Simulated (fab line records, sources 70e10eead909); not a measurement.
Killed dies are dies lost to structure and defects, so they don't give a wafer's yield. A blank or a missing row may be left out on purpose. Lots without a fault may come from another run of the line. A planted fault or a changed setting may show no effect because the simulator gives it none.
Chamber matching | flow nand_harc | NHARC_A_CHANNEL_FILL_D2_ALD_02 on ald_hk-02: 4 sister chambers
The step deposits SiO2, target thk 6 nm, pulse time 10 s, ald cycles 60. 4 wafers are shown with their chamber, then 9 later ones without.

WAFERS WITH THEIR CHAMBER
wafer  | chamber | heater_power_w (W)
L959.3 | 3       | 459
L962.3 | 0       | 461
L962.4 | 2       | 449
L962.6 | 1       | 474

WAFERS WITHOUT THEIR CHAMBER
wafer  | heater_power_w (W)
L963.1 | 447
L963.3 | 488
L963.6 | 463
L964.3 | 457
L964.4 | 455
L964.5 | 479
L967.1 | 472
L967.2 | 447
L967.6 | 457

WHICH CHAMBER EACH WENT THROUGH
wafer  | from the rows above          | in truth
L963.1 | can't be placed: 2 or 3      | 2
L963.3 | 1                            | 1
L963.6 | can't be placed: 0 or 3 or 1 | 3
L964.3 | can't be placed: 3 or 0 or 2 | 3
L964.4 | can't be placed: 3 or 0 or 2 | 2
L964.5 | 1                            | 1
L967.1 | can't be placed: 1 or 0      | 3
L967.2 | can't be placed: 2 or 3      | 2
L967.6 | can't be placed: 3 or 0 or 2 | 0
Placed correctly: 2 of 9. Can't be placed from these rows: 7 (the true chamber is among the candidates in 6). Placed wrongly: 0.
How it was worked out, from the rows above alone: a wafer's distance from a chamber is the root of the sum, over the readings, of the square of ((its reading less the chamber's mean) divided by the reading's scatter). The wafer belongs to the nearest chamber; if the next one is less than 2 further off, it can't be placed. A chamber's mean is the mean of its shown wafers. The scatter: with one shown wafer a chamber, the root of the mean of the squares of how far each hidden wafer lies from its nearest shown one.
